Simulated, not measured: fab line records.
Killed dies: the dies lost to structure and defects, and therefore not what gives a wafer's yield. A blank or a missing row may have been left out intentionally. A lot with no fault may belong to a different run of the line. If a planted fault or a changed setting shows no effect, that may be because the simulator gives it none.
Chamber matching	flow nand harc	4 sister chambers for NHARC_A_CHANNEL_FILL_D2_STRIP_28 on rie diel-12
The step strips in O2, time 20 s. 4 wafers are shown with their chamber, then 9 later ones without.

## EACH WAFER AND ITS CHAMBER
wafer	chamber	drypump motor current A (A)
L086.1	1	5.6
L086.4	2	5.1
L088.1	3	5.7
L088.5	0	6.2

## WAFERS MISSING THEIR CHAMBER
wafer	drypump motor current A (A)
L091.1	6.2
L091.2	5.7
L091.3	5.6
L096.2	5.6
L096.3	5.2
L096.4	5.7
L097.1	6.2
L097.2	5.1
L097.5	5.6

## WHICH CHAMBER EACH ONE RAN IN
wafer	from the rows above	in truth
L091.1	0	0
L091.2	3	3
L091.3	1	1
L096.2	1	1
L096.3	2	2
L096.4	3	3
L097.1	0	0
L097.2	2	2
L097.5	1	1
Correctly placed: 9 of 9. Can't be placed from these rows: 0. Wrongly placed: 0.
How it was worked out, from the rows above alone: a wafer's distance from a chamber is the root of the sum, over the readings, of the square of ((its reading less the chamber's mean) divided by the reading's scatter). If the next closest chamber is less than 2 further off than the closest, the wafer can't be placed; otherwise it belongs to the closest. The mean given for a chamber averages the wafers shown for that chamber. The scatter: root of mean squared gap, hidden wafer to nearest shown wafer, with one shown wafer a chamber.
